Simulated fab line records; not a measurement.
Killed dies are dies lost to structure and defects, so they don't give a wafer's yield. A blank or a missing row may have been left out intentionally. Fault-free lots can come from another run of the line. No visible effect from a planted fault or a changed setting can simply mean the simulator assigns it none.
Which of the tools did it? + flow nand harc + 12 lots with 36 wafers sampled at 5 steps, on a route of 1159 steps

## WHAT EACH GAUGE READ, for each wafer
NHARC_A_CONTACT_INSPECT_71.
| lot  | measured     | on                | raw defect count |
|------|--------------|-------------------|------------------|
| L584 | day 17 00:40 | defect inspect-02 | 4 10 11          |
| L587 | day 17 02:19 | defect inspect-02 | 17 18 13         |
| L588 | day 19 03:27 | defect inspect-01 | 5 5 7            |
| L595 | day 19 13:25 | defect inspect-01 | 21 31 34         |
| L594 | day 20 12:44 | defect inspect-02 | 22 27 32         |
| L600 | day 20 17:20 | defect inspect-02 | 32 26 44         |
| L598 | day 21 03:38 | defect inspect-02 | 11 26 18         |
| L602 | day 21 18:49 | defect inspect-01 | 47 30 40         |
| L603 | day 22 07:52 | defect inspect-02 | 55 52 52         |
| L604 | day 22 08:49 | defect inspect-02 | 10 22 19         |
| L605 | day 22 12:42 | defect inspect-02 | 37 25 38         |
| L606 | day 22 12:58 | defect inspect-02 | 9 20 19          |

NHARC_END_SORT_01.
| lot  | measured     | on        | killed at array | killed at other | killed at periphery | killed dies | killed open | killed short |
|------|--------------|-----------|-----------------|-----------------|---------------------|-------------|-------------|--------------|
| L595 | day 22 06:49 | prober-01 | 675 672 671     | 0 0 0           | 2 5 6               | 677 677 677 | 0 1 6       | 4 5 0        |
| L594 | day 23 07:20 | prober-02 | 669 670 664     | 2 5 1           | 6 2 12              | 677 677 677 | 7 1 2       | 3 3 2        |

## WHICH TOOL RAN EACH LOT (tool, then ch and the chambers of the sampled wafers, then the start)
| lot  | NHARC_A_CONTACT_ETCH_78                       | NHARC_A_CONTACT_ETCH_125             | NHARC_A_CONTACT_ETCH_126             |
|------|-----------------------------------------------|--------------------------------------|--------------------------------------|
| L584 | rie diel-09 ch 1,2, day 17 02:34 or earlier   | har cap etch-02 ch 0,1, day 17 02:34 | har cap etch-02 ch 0,1, day 17 02:42 |
| L587 | rie diel-11 ch 0,2, day 17 03:54 or earlier   | har cap etch-03 ch 0,1, day 17 03:54 | har cap etch-03 ch 0,1, day 17 04:02 |
| L588 | rie diel-11 ch 0,2, day 19 05:02 or earlier   | har cap etch-01 ch 0,1, day 19 05:02 | har cap etch-01 ch 0,1, day 19 05:11 |
| L595 | rie diel-10 ch 0,1,3, day 19 15:04 or earlier | har cap etch-01 ch 0,1, day 19 15:04 | har cap etch-01 ch 0,1, day 19 15:13 |
| L594 | rie diel-11 ch 0,1,3, day 20 14:07 or earlier | har cap etch-01 ch 0,1, day 20 14:07 | har cap etch-01 ch 0,1, day 20 14:16 |
| L600 | rie diel-09 ch 1,2,3, day 20 18:44 or earlier | har cap etch-02 ch 0,1, day 20 18:44 | har cap etch-02 ch 0,1, day 20 18:53 |
| L598 | rie diel-09 ch 0,1, day 21 05:05 or earlier   | har cap etch-03 ch 0,1, day 21 05:05 | har cap etch-03 ch 0,1, day 21 05:14 |
| L602 | rie diel-11 ch 0,3, day 21 20:12 or earlier   | har cap etch-02 ch 0,1, day 21 20:12 | har cap etch-02 ch 0,1, day 21 20:20 |
| L603 | rie diel-09 ch 0,1,2, day 22 09:29 or earlier | har cap etch-01 ch 0,1, day 22 09:29 | har cap etch-01 ch 0,1, day 22 09:37 |
| L604 | rie diel-11 ch 0,2,3, day 22 10:34 or earlier | har cap etch-03 ch 0,1, day 22 10:34 | har cap etch-03 ch 0,1, day 22 10:43 |
| L605 | rie diel-10 ch 0,2,3, day 22 14:13 or earlier | har cap etch-02 ch 0,1, day 22 14:13 | har cap etch-02 ch 0,1, day 22 14:22 |
| L606 | rie diel-09 ch 2,3, day 22 14:38 or earlier   | har cap etch-01 ch 0,1, day 22 14:38 | har cap etch-01 ch 0,1, day 22 14:47 |
- NHARC_A_CONTACT_ETCH_78: etches the open film in O2/COS, target depth 2800 nm, time 728 s.
- NHARC_A_CONTACT_ETCH_125: etches the open film in C4F8/O2/Ar, time 155 s, target depth 956 nm.
- NHARC_A_CONTACT_ETCH_126: etches the open film in C4F8/O2/Ar, time 155 s, target depth 956 nm.

## WHAT THE TOOLS THEMSELVES READ (means of the sampled wafers that have a number; where no wafer has one, the mark that the record gives instead)
NHARC_A_CONTACT_ETCH_78.
| lot  | tool        | bias w (W) | chamber pressure mTorr (mTorr) | drypump motor current A (A) | oes product au (a.u.) | rf vpp V (V) | showerhead plenum p Torr (Torr) | throttle valve pct (%) |
|------|-------------|------------|--------------------------------|-----------------------------|-----------------------|--------------|---------------------------------|------------------------|
| L584 | rie diel-09 | 299.9      | 19.998                         | 5.9                         | 0.991                 | 314.6        | 3.13                            | 28.329                 |
| L587 | rie diel-11 | 299.7      | 20.018                         | 5.7                         | 0.995                 | 312.7        | 3.02                            | 28.334                 |
| L588 | rie diel-11 | 301.3      | 19.991                         | 5.6                         | 1.000                 | 312.6        | 3.02                            | 28.327                 |
| L595 | rie diel-10 | 299.6      | 20.002                         | 5.4                         | 1.011                 | 314.8        | 3.16                            | 28.327                 |
| L594 | rie diel-11 | 301.5      | 19.982                         | 5.4                         | 0.993                 | 312.6        | 3.00                            | 28.334                 |
| L600 | rie diel-09 | 300.2      | 20.011                         | 5.6                         | 1.003                 | 314.2        | 3.09                            | 28.327                 |
| L598 | rie diel-09 | 300.0      | 20.004                         | 5.3                         | 0.998                 | 315.9        | 3.21                            | 28.326                 |
| L602 | rie diel-11 | 300.4      | 20.005                         | 5.2                         | 1.001                 | 314.0        | 3.11                            | 28.328                 |
| L603 | rie diel-09 | 299.8      | 19.990                         | 5.6                         | 0.990                 | 314.7        | 3.16                            | 28.333                 |
| L604 | rie diel-11 | 299.3      | 20.014                         | 5.4                         | 0.995                 | 311.6        | 3.00                            | 28.332                 |
| L605 | rie diel-10 | 299.3      | 19.988                         | 5.5                         | 1.003                 | 312.5        | 3.05                            | 28.332                 |
| L606 | rie diel-09 | 300.2      | 19.994                         | 5.7                         | 0.998                 | 314.4        | 3.14                            | 28.336                 |

NHARC_A_CONTACT_ETCH_125.
| lot  | tool            | chamber pressure mTorr (mTorr) | oes air line au (a.u.) |
|------|-----------------|--------------------------------|------------------------|
| L584 | har cap etch-02 | 19.995                         | 1.005                  |
| L587 | har cap etch-03 | 20.002                         | 1.000                  |
| L588 | har cap etch-01 | 19.979                         | 1.012                  |
| L595 | har cap etch-01 | 20.000                         | 0.983                  |
| L594 | har cap etch-01 | 19.991                         | 0.980                  |
| L600 | har cap etch-02 | 19.984                         | 0.994                  |
| L598 | har cap etch-03 | 20.004                         | 0.994                  |
| L602 | har cap etch-02 | 19.998                         | 1.011                  |
| L603 | har cap etch-01 | 19.995                         | 1.010                  |
| L604 | har cap etch-03 | 20.005                         | 1.013                  |
| L605 | har cap etch-02 | 19.992                         | 1.001                  |
| L606 | har cap etch-01 | 20.009                         | 1.011                  |

NHARC_A_CONTACT_ETCH_126.
| lot  | tool            | chamber pressure mTorr (mTorr) | oes air line au (a.u.) |
|------|-----------------|--------------------------------|------------------------|
| L584 | har cap etch-02 | 20.007                         | 0.997                  |
| L587 | har cap etch-03 | 20.002                         | 0.996                  |
| L588 | har cap etch-01 | 20.007                         | 1.007                  |
| L595 | har cap etch-01 | -                              | -                      |
| L594 | har cap etch-01 | -                              | -                      |
| L600 | har cap etch-02 | 19.996                         | 0.985                  |
| L598 | har cap etch-03 | 20.004                         | 1.025                  |
| L602 | har cap etch-02 | 19.995                         | 0.986                  |
| L603 | har cap etch-01 | 20.015                         | 0.993                  |
| L604 | har cap etch-03 | 19.999                         | 1.017                  |
| L605 | har cap etch-02 | 19.998                         | 0.989                  |
| L606 | har cap etch-01 | 20.020                         | 1.021                  |

## THE ANSWER, worked out from the rows above alone
Rule: what is usual is taken from the lots themselves. Put in order of their means at a reading, lots are off if they are a third of the lots or fewer, leave a main group of 4 or more, and stand apart from it by a gap of 3 or more times the standard deviation of the main group's means; of several such gaps the widest counts. The tables above print the reading to a certain number of digits; a main group whose means all agree to those digits is not used. A lot without any number at a reading at which 4 lots or more have one is off too. The other lots that the step has rows for count as sound. First the gauges in route order, then the tools' own readings, where a lot's mean is used as printed above. The first step at which some lot is off is used, and at that step the reading that is off furthest; a lot without a number counts as furthest.
Off at NHARC_A_CONTACT_ETCH_126 (chamber pressure mTorr): L595, L594. Without a number there: L595, L594. For the main group the mean is 20.004 mTorr and the standard deviation 0.0078.
If a tool, at that step or one of the process steps before it, ran each lot that is off and ran no sound lot following the first of them, it fits. With no start given for some of its lots, NHARC_A_CONTACT_ETCH_78 uses the hours and lot order of NHARC_A_CONTACT_ETCH_125. None of those tried fits.

## WHAT THE SIMULATOR HAD INSERTED
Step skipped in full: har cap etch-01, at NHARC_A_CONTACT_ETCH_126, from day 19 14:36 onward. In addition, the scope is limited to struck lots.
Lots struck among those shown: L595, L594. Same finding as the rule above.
